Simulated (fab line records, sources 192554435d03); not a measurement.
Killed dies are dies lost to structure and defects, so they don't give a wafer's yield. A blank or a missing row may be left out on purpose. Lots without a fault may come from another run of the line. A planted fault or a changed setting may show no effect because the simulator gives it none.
Chamber matching | flow n5_finfet | N5_BEOL_M1_ALD_98 on ald_sin-02: 4 sister chambers
The step deposits SiO2, target thk 2.5 nm, pulse time 1 s, co reactant pulse time 1 s. 4 wafers are shown with their chamber, then 11 later ones without.

WAFERS WITH THEIR CHAMBER
wafer  | chamber | heater_power_w (W)
L082.3 | 1       | 72
L082.4 | 0       | 78
L082.6 | 3       | 94
L083.2 | 2       | 79

WAFERS WITHOUT THEIR CHAMBER
wafer  | heater_power_w (W)
L083.4 | 71
L083.5 | 78
L085.2 | 72
L085.3 | 77
L085.4 | 93
L094.2 | 80
L094.3 | 93
L094.4 | 71
L095.1 | 75
L095.3 | 71
L095.5 | 96

WHICH CHAMBER EACH WENT THROUGH
wafer  | from the rows above          | in truth
L083.4 | 1                            | 1
L083.5 | can't be placed: 0 or 2      | 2
L085.2 | 1                            | 1
L085.3 | can't be placed: 0 or 2      | 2
L085.4 | 3                            | 3
L094.2 | can't be placed: 2 or 0      | 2
L094.3 | 3                            | 3
L094.4 | 1                            | 1
L095.1 | can't be placed: 0 or 1 or 2 | 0
L095.3 | 1                            | 1
L095.5 | 3                            | 3
Placed correctly: 7 of 11. Can't be placed from these rows: 4 (the true chamber is among the candidates in 4). Placed wrongly: 0.
How it was worked out, from the rows above alone: a wafer's distance from a chamber is the root of the sum, over the readings, of the square of ((its reading less the chamber's mean) divided by the reading's scatter). The wafer belongs to the nearest chamber; if the next one is less than 2 further off, it can't be placed. A chamber's mean is the mean of its shown wafers. The scatter: with one shown wafer a chamber, the root of the mean of the squares of how far each hidden wafer lies from its nearest shown one.
